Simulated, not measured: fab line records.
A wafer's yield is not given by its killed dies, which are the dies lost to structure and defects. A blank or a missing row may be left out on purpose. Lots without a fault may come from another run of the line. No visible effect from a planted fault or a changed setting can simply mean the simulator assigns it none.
fab line records + flow nand-harc
record
- lots=6
- wafers=18
- last-day=32
route steps=1302 shown A_BLC@1132 A_M0@1137
lots that met no fault: taken from a fault-free run of the same line
start-h: the number of hours between the record's first day and the start of the first shown wafer of the lot + wait-h: hours elapsed since this lot's preceding step + " as in the row above + L1.1+2: one row covering several wafers at once + - no value, or no start was given + * or withheld: withheld + < > ~ a bound
route shown NAME@n: NAME is a module with steps in the file, n the number in the route of the first one + usual: mean and standard deviation over wafers with no fault + same: alike in all rows + chamber/n: place in a boat + sites: per-site readings + _std_site: standard deviation across them + _edge_site: inner sites' mean taken away from outer sites' mean + radius-mm: for every site, how far away it sits from the centre of the wafer + mask NAME#n: copy n + behind: the most recent tool/chamber to have shaped the wafer + hold: the reason the lot was held/the length of the hold in hours/how it ended + device: the n, p or np transistor that did not switch + end of line: the same wafers' tests at the end of the route + a step with no rows: only its recipe + killed: dies that structure and defects cost at the first sort, which is not the same as the wafer's yield + map: dies across one wafer; x = killed, . = not, _ = none there
set.NAME: the run value of the setting; set.NAME@STEP: its run value at that earlier step + model.NAME: the simulator's own value behind a step, which no gauge read
certain route steps with their lots: each step a table, each wafer a row
services: a tool's chamber out of use, with start hour (start-h, from the record's first day; less than 0 if before it), hours out, and reason
## steps
# step NHARC_A_BLC_CVD_24
# recipe
- target-thk-a=1500
- temp-c=300
- pressure-torr=40
- wf6-flow-sccm=40
- h2-flow-sccm=1600
- ar-flow-sccm=1560
- time-s=434
- material=W
# usual
- heater-power-w=484/35
- throttle-valve-pct=7.9/0.4
| lot.wafer | tool     | chamber | start-h | wait-h | heater-power-w | since-wet-clean-h | throttle-valve-pct |
|-----------|----------|---------|---------|--------|----------------|-------------------|--------------------|
| L270.3    | cvd-w-02 | 0       | -       | -      | 511            | -                 | 7.6                |
| L270.4    | "        | 1       | "       | "      | 450            | -                 | 7.9                |
| L270.6    | "        | 0       | "       | "      | 528            | -                 | 7.8                |
| L273.1    | cvd-w-02 | 0       | -       | -      | 527            | 91                | 7.7                |
| L273.3    | "        | 1       | "       | "      | 452            | -                 | 7.8                |
| L273.6    | "        | 1       | "       | "      | 435            | -                 | 8.2                |
| L274.3    | cvd-w-01 | 0       | -       | -      | 493            | -                 | 7.4                |
| L274.5    | "        | 1       | "       | "      | 493            | -                 | 8.2                |
| L274.6    | "        | 0       | "       | "      | 467            | -                 | 7.5                |
| L275.1    | cvd-w-01 | 1       | -       | -      | 500            | 18                | 8.2                |
| L275.4    | "        | 1       | "       | "      | 509            | -                 | 8.2                |
| L275.6    | "        | 1       | "       | "      | 501            | -                 | 8.3                |
| L286.1    | cvd-w-01 | 1       | -       | -      | 496            | 117               | 8.7                |
| L286.4    | "        | 0       | "       | "      | 461            | -                 | 7.7                |
| L286.5    | "        | 1       | "       | "      | 502            | -                 | 8.6                |
| L291.1    | cvd-w-02 | 0       | -       | -      | 524            | 81                | 7.3                |
| L291.3    | "        | 1       | "       | "      | 432            | -                 | 8.0                |
| L291.5    | "        | 0       | "       | "      | 534            | -                 | 7.6                |
# step NHARC_A_BLC_CMP_25
# recipe
- t-overpolish-s=30
- target-thk-nm=150
# usual
- motor-current-A=12.0/1.3
- overpolish-run-s=30.000/0.0099
- slurry-filter-dp-kPa=13.49/0.13
- time-to-endpoint-s=29/3.1
| lot.wafer | tool   | chamber | start-h | wait-h | motor-current-A | overpolish-run-s | slurry-filter-dp-kPa | time-to-endpoint-s |
|-----------|--------|---------|---------|--------|-----------------|------------------|----------------------|--------------------|
| L270.4    | cmp-04 | 1       | 530.33  | 0.2    | 11.2            | 29.988           | 13.66                | 30                 |
| L270.3    | "      | 0       | "       | "      | 10.8            | 29.998           | 13.64                | 34                 |
| L270.6    | "      | 2       | "       | "      | 14.2            | 30.004           | 13.56                | 28                 |
| L273.3    | cmp-02 | 1       | 554.75  | 0.2    | 12.6            | 29.995           | 13.53                | 40                 |
| L273.1    | "      | 3       | "       | "      | 12.0            | 29.994           | 13.50                | 35                 |
| L273.6    | "      | 1       | "       | "      | 12.1            | 30.015           | 13.57                | 36                 |
| L274.3    | cmp-02 | 2       | 561.79  | 0.3    | 11.8            | 29.993           | 13.30                | 30                 |
| L274.5    | "      | 0       | "       | "      | 12.8            | 30.007           | 13.66                | 31                 |
| L274.6    | "      | 1       | "       | "      | 11.8            | 29.982           | 13.52                | 35                 |
| L275.4    | cmp-02 | 2       | 578.56  | 0.2    | 10.6            | 29.988           | 13.65                | 28                 |
| L275.1    | "      | 1       | "       | "      | 11.8            | 30.009           | 13.59                | 33                 |
| L275.6    | "      | 3       | "       | "      | 12.3            | 30.003           | 13.61                | 34                 |
| L286.1    | cmp-02 | 0       | 677.40  | 0.4    | 12.9            | 30.003           | 13.57                | 28                 |
| L286.4    | "      | 1       | "       | "      | 11.7            | 30.000           | 13.56                | 33                 |
| L286.5    | "      | 2       | "       | "      | 11.6            | 29.990           | 13.29                | 28                 |
| L291.3    | cmp-04 | 3       | 725.44  | 0.3    | 11.6            | 29.989           | 13.70                | 22                 |
| L291.1    | "      | 0       | "       | "      | 11.1            | 29.983           | 13.66                | 33                 |
| L291.5    | "      | 0       | "       | "      | 10.7            | 30.007           | 13.44                | 31                 |
# step NHARC_A_BLC_SRD_27
# step NHARC_A_BLC_INSPECT_28
# usual
- raw-defect-count=501/120
| lot.wafer | tool              | chamber | start-h | wait-h | raw-defect-count |
|-----------|-------------------|---------|---------|--------|------------------|
| L270.3    | defect-inspect-02 | -       | 530.74  | 0.1    | 617              |
| L270.4    | "                 | -       | "       | "      | 674              |
| L270.6    | "                 | -       | "       | "      | 636              |
| L273.1    | defect-inspect-01 | -       | 555.15  | 0.1    | 437              |
| L273.3    | "                 | -       | "       | "      | 389              |
| L273.6    | "                 | -       | "       | "      | 333              |
| L274.3    | defect-inspect-01 | -       | 562.15  | 0.1    | 426              |
| L274.5    | "                 | -       | "       | "      | 656              |
| L274.6    | "                 | -       | "       | "      | 644              |
| L275.1    | defect-inspect-02 | -       | 578.96  | 0.1    | 401              |
| L275.4    | "                 | -       | "       | "      | 535              |
| L275.6    | "                 | -       | "       | "      | 626              |
| L286.1    | defect-inspect-02 | -       | 677.75  | 0.1    | 551              |
| L286.4    | "                 | -       | "       | "      | 482              |
| L286.5    | "                 | -       | "       | "      | 491              |
| L291.1    | defect-inspect-02 | -       | 725.84  | 0.1    | 552              |
| L291.3    | "                 | -       | "       | "      | 613              |
| L291.5    | "                 | -       | "       | "      | 392              |
# step NHARC_A_M0_DEP_00
# recipe
- target-thk-a=1500
- target-thk-nm=150
- temp-c=withheld
- pressure-torr=5
- flow-sccm=200
- rf-w=600
- material=SiOC
# step NHARC_A_M0_DEHYDRATE_01
# recipe
- temp-c=150
- time-s=120
# step NHARC_A_M0_HMDS_02
# recipe
- time-s=30
# step NHARC_A_M0_COAT_33
# recipe
- temp-c=200
- time-s=65
# step NHARC_A_M0_COAT_03
# recipe
- spin-rpm=1500
- resist-thk-nm=90
# step NHARC_A_M0_SOFTBAKE_04
# recipe
- temp-c=105
- time-s=55
# step NHARC_A_M0_EBR_05
# step NHARC_A_M0_EXPOSE_06
# recipe
- na=1.35
- target-cd-nm=80
- dose-mj=83.25
- mask-id=A_M0
# usual
- exposure-dose-mJ-cm2=83.20/0.082
- reticle-temp-C=22.99/0.095
| lot.wafer | tool            | chamber | start-h | wait-h | mask   | exposure-dose-mJ-cm2 | reticle-temp-C |
|-----------|-----------------|---------|---------|--------|--------|----------------------|----------------|
| L270.3    | arfi-scanner-01 | 0       | 531.50  | -      | A_M0#0 | 83.16                | 22.97          |
| L270.4    | "               | 0       | "       | "      | A_M0#0 | 83.13                | 23.00          |
| L270.6    | "               | 0       | "       | "      | A_M0#0 | 83.12                | 23.00          |
| L273.1    | arfi-scanner-02 | 0       | 555.91  | -      | A_M0#0 | 83.20                | 23.04          |
| L273.3    | "               | 0       | "       | "      | A_M0#0 | 83.28                | 22.84          |
| L273.6    | "               | 0       | "       | "      | A_M0#0 | 83.11                | 23.09          |
| L274.3    | arfi-scanner-02 | 0       | 562.79  | -      | A_M0#0 | 67.46                | 23.05          |
| L274.5    | "               | 0       | "       | "      | A_M0#0 | 67.61                | 23.09          |
| L274.6    | "               | 0       | "       | "      | A_M0#0 | 67.64                | 23.12          |
| L275.1    | arfi-scanner-02 | 0       | 579.60  | -      | A_M0#0 | 70.74                | 23.02          |
| L275.4    | "               | 0       | "       | "      | A_M0#0 | 70.77                | 23.03          |
| L275.6    | "               | 0       | "       | "      | A_M0#0 | 70.80                | 22.91          |
| L286.1    | arfi-scanner-03 | 0       | 678.38  | -      | A_M0#0 | 83.13                | 22.84          |
| L286.4    | "               | 0       | "       | "      | A_M0#0 | 83.15                | 22.86          |
| L286.5    | "               | 0       | "       | "      | A_M0#0 | 83.13                | 22.93          |
| L291.1    | arfi-scanner-01 | 0       | 726.60  | -      | A_M0#0 | 83.33                | 22.89          |
| L291.3    | "               | 0       | "       | "      | A_M0#0 | 83.15                | 23.01          |
| L291.5    | "               | 0       | "       | "      | A_M0#0 | 83.26                | 22.88          |
# step NHARC_A_M0_PEB_07
# recipe
- peb-temp-c=100
- peb-time-s=65
# step NHARC_A_M0_DEVELOP_08
# recipe
- develop-time-s=35
- dev-temp-c=23
# step NHARC_A_M0_CD_MEAS_09
# recipe
- target-cd-nm=80
- landing-energy-ev=500
# usual
- cd-nm=80.5/0.65
| lot.wafer | tool      | chamber | start-h | wait-h | cd-nm |
|-----------|-----------|---------|---------|--------|-------|
| L270.3    | cd-sem-03 | 0       | 531.64  | -      | 80.6  |
| L270.4    | "         | 0       | "       | "      | 80.7  |
| L270.6    | "         | 0       | "       | "      | 80.3  |
| L273.1    | cd-sem-01 | 0       | 556.05  | -      | 79.6  |
| L273.3    | "         | 0       | "       | "      | 79.9  |
| L273.6    | "         | 0       | "       | "      | 79.3  |
| L274.3    | cd-sem-02 | 0       | 562.93  | -      | 67.2  |
| L274.5    | "         | 0       | "       | "      | 66.5  |
| L274.6    | "         | 0       | "       | "      | 67.3  |
| L275.1    | cd-sem-03 | 0       | 579.74  | -      | 69.8  |
| L275.4    | "         | 0       | "       | "      | 69.5  |
| L275.6    | "         | 0       | "       | "      | 68.6  |
| L286.1    | cd-sem-02 | 0       | 678.52  | -      | 81.0  |
| L286.4    | "         | 0       | "       | "      | 81.2  |
| L286.5    | "         | 0       | "       | "      | 80.0  |
| L291.1    | cd-sem-03 | 0       | 726.73  | -      | 80.6  |
| L291.3    | "         | 0       | "       | "      | 80.8  |
| L291.5    | "         | 0       | "       | "      | 81.1  |
# step NHARC_A_M0_OVL_MEAS_10
# recipe
- pitch-nm=160
# usual
- overlay-x-nm=0.1/0.84
- overlay-y-nm=0.0/0.84
| lot.wafer | tool       | chamber | start-h | wait-h | overlay-x-nm | overlay-y-nm |
|-----------|------------|---------|---------|--------|--------------|--------------|
| L270.3    | overlay-02 | -       | 531.73  | -      | -0.8         | -0.1         |
| L270.4    | "          | -       | "       | "      | -0.8         | -0.7         |
| L270.6    | "          | -       | "       | "      | -0.5         | -0.9         |
| L273.1    | overlay-01 | -       | 556.14  | -      | -0.5         | 0.1          |
| L273.3    | "          | -       | "       | "      | -0.1         | -0.4         |
| L273.6    | "          | -       | "       | "      | -0.2         | 0.4          |
| L274.3    | overlay-01 | -       | 563.01  | -      | 0.2          | -0.4         |
| L274.5    | "          | -       | "       | "      | 0.2          | -1.0         |
| L274.6    | "          | -       | "       | "      | 0.0          | -0.3         |
| L275.1    | overlay-01 | -       | 579.82  | -      | -0.2         | 0.2          |
| L275.4    | "          | -       | "       | "      | 0.1          | 0.3          |
| L275.6    | "          | -       | "       | "      | 0.2          | 0.2          |
| L286.1    | overlay-01 | -       | 678.61  | -      | 0.1          | -1.1         |
| L286.4    | "          | -       | "       | "      | 0.4          | -1.4         |
| L286.5    | "          | -       | "       | "      | 0.5          | -1.5         |
| L291.1    | overlay-02 | -       | 726.82  | -      | 1.4          | -1.0         |
| L291.3    | "          | -       | "       | "      | 0.8          | -0.7         |
| L291.5    | "          | -       | "       | "      | 1.2          | -0.4         |
# step NHARC_A_M0_INSPECT_11
# usual
- raw-defect-count=80/27
| lot.wafer | tool              | chamber | start-h | wait-h | raw-defect-count |
|-----------|-------------------|---------|---------|--------|------------------|
| L270.3    | defect-inspect-02 | -       | 531.76  | 0.0    | 111              |
| L270.4    | "                 | -       | "       | "      | 108              |
| L270.6    | "                 | -       | "       | "      | 107              |
| L273.1    | defect-inspect-02 | -       | 556.18  | 0.0    | 75               |
| L273.3    | "                 | -       | "       | "      | 74               |
| L273.6    | "                 | -       | "       | "      | 75               |
| L274.3    | defect-inspect-02 | -       | 563.05  | 0.0    | 111              |
| L274.5    | "                 | -       | "       | "      | 106              |
| L274.6    | "                 | -       | "       | "      | 124              |
| L275.1    | defect-inspect-01 | -       | 579.86  | 0.0    | 124              |
| L275.4    | "                 | -       | "       | "      | 119              |
| L275.6    | "                 | -       | "       | "      | 131              |
| L286.1    | defect-inspect-02 | -       | 678.65  | 0.0    | 67               |
| L286.4    | "                 | -       | "       | "      | 66               |
| L286.5    | "                 | -       | "       | "      | 59               |
| L291.1    | defect-inspect-02 | -       | 726.86  | 0.0    | 76               |
| L291.3    | "                 | -       | "       | "      | 77               |
| L291.5    | "                 | -       | "       | "      | 64               |
# step NHARC_A_M0_DESCUM_14
# recipe
- time-s=3
- o2-flow-sccm=200
- ar-flow-sccm=0
- bias-power-w=0
- chemistry=O2
# usual
- drypump-motor-current-A=5.5/0.51
- oes-product-au=1.003/0.0097
- rf-vpp-V=57.9/0.95
- showerhead-plenum-p-Torr=1.92/0.083
- throttle-valve-pct=11.310/0.0088
# same
- bias-power-w=0
| lot.wafer | tool        | chamber | start-h | wait-h | drypump-motor-current-A | oes-product-au | rf-hours-counter-h | rf-vpp-V | showerhead-plenum-p-Torr | throttle-valve-pct | model.A_M0.cd-nm |
|-----------|-------------|---------|---------|--------|-------------------------|----------------|--------------------|----------|--------------------------|--------------------|------------------|
| L270.3    | rie-diel-09 | 2       | 531.82  | 0.1    | 5.3                     | 1.020          | 0.8                | 57.6     | 2.01                     | 11.309             | 81.62            |
| L270.4    | "           | 2       | "       | "      | 5.3                     | 1.014          | -                  | 57.2     | 2.01                     | 11.308             | 81.82            |
| L270.6    | "           | 3       | "       | "      | 4.9                     | 1.008          | -                  | 57.9     | 1.99                     | 11.313             | 79.89            |
| L273.3    | rie-diel-09 | 1       | 556.24  | 0.1    | 5.7                     | 1.008          | 1.6                | 57.3     | 1.88                     | 11.321             | 79.57            |
| L273.1    | "           | 3       | "       | "      | 4.9                     | 1.002          | 2.7                | 59.0     | 1.99                     | 11.310             | 79.04            |
| L273.6    | "           | 0       | "       | "      | 5.5                     | 0.996          | -                  | 56.2     | 1.82                     | 11.313             | 79.25            |
| L274.3    | rie-diel-08 | 2       | 563.12  | 0.1    | 5.7                     | 1.007          | 0.7                | 56.7     | 2.00                     | 11.318             | 66.66            |
| L274.5    | "           | 0       | "       | "      | 5.1                     | 0.998          | -                  | 56.7     | 1.85                     | 11.319             | 66.66            |
| L274.6    | "           | 1       | "       | "      | 6.2                     | 0.993          | -                  | 56.9     | 1.94                     | 11.311             | 67.51            |
| L275.1    | rie-diel-09 | 2       | 579.94  | 0.1    | 5.3                     | 1.014          | 2.3                | 58.0     | 2.01                     | 11.297             | 70.68            |
| L275.4    | "           | 3       | "       | "      | 4.9                     | 0.997          | 3.7                | 59.2     | 1.99                     | 11.317             | 68.76            |
| L275.6    | "           | 0       | "       | "      | 5.5                     | 1.002          | -                  | 57.4     | 1.82                     | 11.303             | 68.44            |
| L286.1    | rie-diel-08 | 2       | 678.71  | 0.1    | 5.8                     | 1.016          | 9.3                | 58.1     | 1.99                     | 11.316             | 81.22            |
| L286.4    | "           | 0       | "       | "      | 5.0                     | 0.995          | 8.0                | 56.6     | 1.85                     | 11.322             | 81.66            |
| L286.5    | "           | 3       | "       | "      | 5.3                     | 1.008          | -                  | 57.6     | 1.94                     | 11.297             | 80.23            |
| L291.1    | rie-diel-10 | 1       | 726.94  | 0.1    | 5.5                     | 0.996          | 5.8                | 57.3     | 1.80                     | 11.325             | 81.07            |
| L291.3    | "           | 2       | "       | "      | 5.0                     | 1.002          | 7.1                | 58.7     | 2.04                     | 11.312             | 81.75            |
| L291.5    | "           | 3       | "       | "      | 5.2                     | 1.017          | -                  | 57.3     | 2.04                     | 11.296             | 80.57            |
# step NHARC_A_M0_ETCH_34
# recipe
- target-depth-a=400
- overetch-a=120
- time-s=43.94
- ion-energy-ev=200
- n2-flow-sccm=150
- h2-flow-sccm=150
- ar-flow-sccm=0
- rf-w=400
- bias-w=150
- chemistry=N2/H2
# usual
- drypump-motor-current-A=5.5/0.49
- h2-flow-sccm=150.0/0.47
- oes-product-au=1.003/0.0086
- rf-vpp-V=430.9/2.7
- showerhead-plenum-p-Torr=2.05/0.092
- throttle-valve-pct=14.171/0.0093
| lot.wafer | tool        | chamber | start-h | wait-h | drypump-motor-current-A | h2-flow-sccm | oes-product-au | rf-hours-counter-h | rf-vpp-V | showerhead-plenum-p-Torr | throttle-valve-pct |
|-----------|-------------|---------|---------|--------|-------------------------|--------------|----------------|--------------------|----------|--------------------------|--------------------|
| L270.3    | rie-diel-09 | 3       | 531.94  | 0.1    | 4.9                     | 150.6        | 1.009          | 0.9                | 432.6    | 2.12                     | 14.174             |
| L270.6    | "           | 2       | "       | "      | 5.3                     | 151.0        | 1.009          | -                  | 432.9    | 2.15                     | 14.170             |
| L270.4    | "           | 3       | "       | "      | 4.9                     | 149.7        | 1.010          | -                  | 431.5    | 2.12                     | 14.179             |
| L273.3    | rie-diel-09 | 0       | 556.34  | 0.1    | 5.5                     | 149.9        | 0.992          | 2.7                | 427.4    | 1.94                     | 14.165             |
| L273.1    | "           | 1       | "       | "      | 5.7                     | 149.9        | 1.013          | 1.6                | 429.8    | 2.00                     | 14.168             |
| L273.6    | "           | 0       | "       | "      | 5.5                     | 150.0        | 0.998          | -                  | 427.0    | 1.94                     | 14.185             |
| L274.3    | rie-diel-08 | 2       | 563.20  | 0.1    | 5.7                     | 149.3        | 1.012          | 0.7                | 431.9    | 2.13                     | 14.166             |
| L274.5    | "           | 0       | "       | "      | 5.1                     | 149.3        | 1.000          | -                  | 429.7    | 1.97                     | 14.175             |
| L274.6    | "           | 1       | "       | "      | 6.1                     | 150.0        | 0.996          | -                  | 431.6    | 2.06                     | 14.174             |
| L275.1    | rie-diel-09 | 3       | 580.01  | 0.1    | 4.9                     | 149.8        | 0.996          | 3.7                | 433.8    | 2.12                     | 14.159             |
| L275.4    | "           | 0       | "       | "      | 5.6                     | 149.4        | 0.997          | 4.0                | 428.0    | 1.94                     | 14.158             |
| L275.6    | "           | 2       | "       | "      | 5.4                     | 149.4        | 1.018          | -                  | 434.0    | 2.15                     | 14.166             |
| L286.4    | rie-diel-08 | 0       | 678.80  | 0.1    | 5.1                     | 149.4        | 0.985          | 8.0                | 428.9    | 1.97                     | 14.159             |
| L286.1    | "           | 1       | "       | "      | 6.2                     | 150.0        | 0.996          | 8.7                | 431.8    | 2.06                     | 14.178             |
| L286.5    | "           | 2       | "       | "      | 5.8                     | 149.8        | 1.015          | -                  | 431.9    | 2.13                     | 14.165             |
| L291.3    | rie-diel-10 | 2       | 727.01  | 0.1    | 5.0                     | 149.2        | 1.000          | 7.1                | 434.2    | 2.18                     | 14.168             |
| L291.1    | "           | 0       | "       | "      | 6.7                     | 150.3        | 1.008          | 5.5                | 430.1    | 2.01                     | 14.173             |
| L291.5    | "           | 3       | "       | "      | 5.2                     | 150.3        | 0.996          | -                  | 436.3    | 2.18                     | 14.164             |
# step NHARC_A_M0_ETCH_15
# recipe
- target-depth-a=1500
- overetch-a=150
- time-s=82.5
- c4f8-flow-sccm=withheld
- ar-flow-sccm=400
- rf-w=600
- bias-w=300
- chemistry=C4F8/Ar
# usual
- oes-product-au=0.946/0.022
- rf-vpp-V=441.6/2.5
| lot.wafer | tool        | chamber | start-h | wait-h | oes-product-au | rf-hours-counter-h | rf-vpp-V | model.A_M0.cd-nm |
|-----------|-------------|---------|---------|--------|----------------|--------------------|----------|------------------|
| L270.3    | rie-diel-09 | 3       | -       | -      | 0.970          | 0.9                | 443.5    | 81.66            |
| L270.4    | "           | 0       | "       | "      | 0.958          | -                  | 437.6    | 81.86            |
| L270.6    | "           | 2       | "       | "      | 0.972          | -                  | 444.4    | 79.16            |
| L273.1    | rie-diel-09 | 0       | -       | -      | 0.934          | 2.7                | 438.1    | 78.69            |
| L273.3    | "           | 1       | "       | "      | 0.941          | 1.7                | 439.8    | 79.72            |
| L273.6    | "           | 3       | "       | "      | 0.943          | -                  | 442.9    | 79.44            |
| L274.3    | rie-diel-08 | 0       | -       | -      | 0.950          | 1.3                | 439.1    | 66.74            |
| L274.5    | "           | 2       | "       | "      | 0.995          | -                  | 442.7    | 66.29            |
| L274.6    | "           | 3       | "       | "      | 0.973          | -                  | 442.7    | 67.43            |
| L275.4    | rie-diel-09 | 1       | -       | -      | 0.926          | 3.0                | 438.9    | 68.75            |
| L275.1    | "           | 2       | "       | "      | 0.934          | 2.4                | 443.8    | 70.79            |
| L275.6    | "           | 0       | "       | "      | 0.920          | -                  | 438.5    | 67.73            |
| L286.1    | rie-diel-08 | 2       | -       | -      | 0.956          | 9.3                | 442.9    | 81.05            |
| L286.4    | "           | 0       | "       | "      | 0.946          | 8.0                | 439.8    | 81.2             |
| L286.5    | "           | 2       | "       | "      | 0.951          | -                  | 444.1    | 79.97            |
| L291.1    | rie-diel-10 | 0       | -       | -      | 0.926          | 5.6                | 441.1    | 81.15            |
| L291.3    | "           | 1       | "       | "      | 0.920          | 5.8                | 437.6    | 81.79            |
| L291.5    | "           | 2       | "       | "      | 0.924          | -                  | 445.5    | 80.47            |
# step NHARC_A_M0_CD_MEAS_16
# usual
- cd-nm=80.5/0.89
| lot.wafer | tool      | chamber | start-h | wait-h | cd-nm |
|-----------|-----------|---------|---------|--------|-------|
| L270.3    | cd-sem-03 | -       | 532.17  | -      | 81.4  |
| L270.4    | "         | -       | "       | "      | 82.0  |
| L270.6    | "         | -       | "       | "      | 79.4  |
| L273.1    | cd-sem-02 | -       | 556.58  | -      | 78.6  |
| L273.3    | "         | -       | "       | "      | 79.5  |
| L273.6    | "         | -       | "       | "      | 79.3  |
| L274.3    | cd-sem-02 | -       | 563.41  | -      | 66.7  |
| L274.5    | "         | -       | "       | "      | 66.3  |
| L274.6    | "         | -       | "       | "      | 67.3  |
| L275.1    | cd-sem-03 | -       | 580.22  | -      | 71.0  |
| L275.4    | "         | -       | "       | "      | 69.0  |
| L275.6    | "         | -       | "       | "      | 67.6  |
| L286.1    | cd-sem-02 | -       | 679.01  | -      | 81.3  |
| L286.4    | "         | -       | "       | "      | 81.7  |
| L286.5    | "         | -       | "       | "      | 80.2  |
| L291.1    | cd-sem-01 | -       | 727.22  | -      | 81.3  |
| L291.3    | "         | -       | "       | "      | 81.9  |
| L291.5    | "         | -       | "       | "      | 80.4  |
## services
| tool            | chamber | start-h | hours | kind   |
|-----------------|---------|---------|-------|--------|
| rie-diel-08     | 3       | 516.00  | 6.1   | repair |
| rie-diel-08     | 0       | 522.54  | 6.7   | repair |
| rie-diel-09     | -       | 525.22  | 0.2   | repair |
| cmp-02          | -       | 526.50  | 4.0   | pm     |
| rie-diel-09     | -       | 529.65  | 0.7   | repair |
| rie-diel-08     | -       | 544.88  | 9.0   | pm     |
| rie-diel-09     | 2       | 545.26  | 13.2  | repair |
| cvd-w-01        | -       | 547.00  | 13.0  | pm     |
| arfi-scanner-02 | -       | 556.26  | 3.1   | repair |
| cmp-02          | -       | 580.17  | 1.4   | repair |
| rie-diel-10     | -       | 596.50  | 9.0   | pm     |
| rie-diel-08     | 0       | 605.00  | 1.5   | repair |
| cmp-02          | -       | 624.50  | 4.0   | pm     |
| cvd-w-02        | -       | 631.00  | 13.0  | pm     |
| cmp-02          | -       | 632.05  | 1.3   | repair |
| rie-diel-08     | 2       | 651.51  | 5.8   | repair |
| arfi-scanner-02 | -       | 652.76  | 9.8   | repair |
| rie-diel-09     | -       | 674.10  | 9.0   | pm     |
| cvd-w-01        | 0       | 688.19  | 14.0  | repair |
| rie-diel-10     | 0       | 692.68  | 4.7   | repair |
| arfi-scanner-02 | -       | 701.75  | 0.8   | repair |
| rie-diel-09     | 1       | 717.98  | 3.8   | repair |
| rie-diel-08     | -       | 721.88  | 9.0   | pm     |
| cmp-02          | -       | 722.50  | 4.0   | pm     |
## key
first-sign
- step=NHARC_A_M0_EXPOSE_06
- reading=exposure-dose-mJ-cm2
- direction=down
- sigmas=99+
- usual=83.20
- struck=69.17
effect
- step=NHARC_A_M0_CD_MEAS_09
- reading=cd-nm
- direction=down
- sigmas=19
- usual=80.5
- struck=68.1
- through=control-loop
effect
- step=NHARC_A_M0_CD_MEAS_16
- reading=cd-nm
- direction=down
- sigmas=14
- usual=80.5
- struck=68.0
- through=control-loop
model-effect
- step=NHARC_A_M0_DESCUM_14
- value=A_M0.cd-nm
- without=80.21
- struck=68.12
model-effect
- step=NHARC_A_M0_ETCH_15
- value=A_M0.cd-nm
- without=80.05
- struck=67.95
met-at NHARC_A_M0_EXPOSE_06
struck-wafers L274.3,L274.5,L274.6,L275.1,L275.4,L275.6
sort-left-out L274.3,L274.5,L274.6,L275.1,L275.4,L275.6
loop-trim
- step=NHARC_A_M0_EXPOSE_06
- setting=dose
- lots=L275
onset-between 555.91 562.79
fault
- kind=process-parameter-drift
- tool=arfi-scanner-02
- chamber=-
- onset-h=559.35
- steps=NHARC_A_M0_EXPOSE_06
- channel=dose-mj
- offset=-15.611
- shape=step
- acts-in=these-recipes-only
- stated=83.25
# sort-left-out: the simulated sort isn't trusted on such a fault, so these wafers' sort isn't shown, and their yield isn't known
# loop-trim: a control loop set the setting to another value than it would have without faults
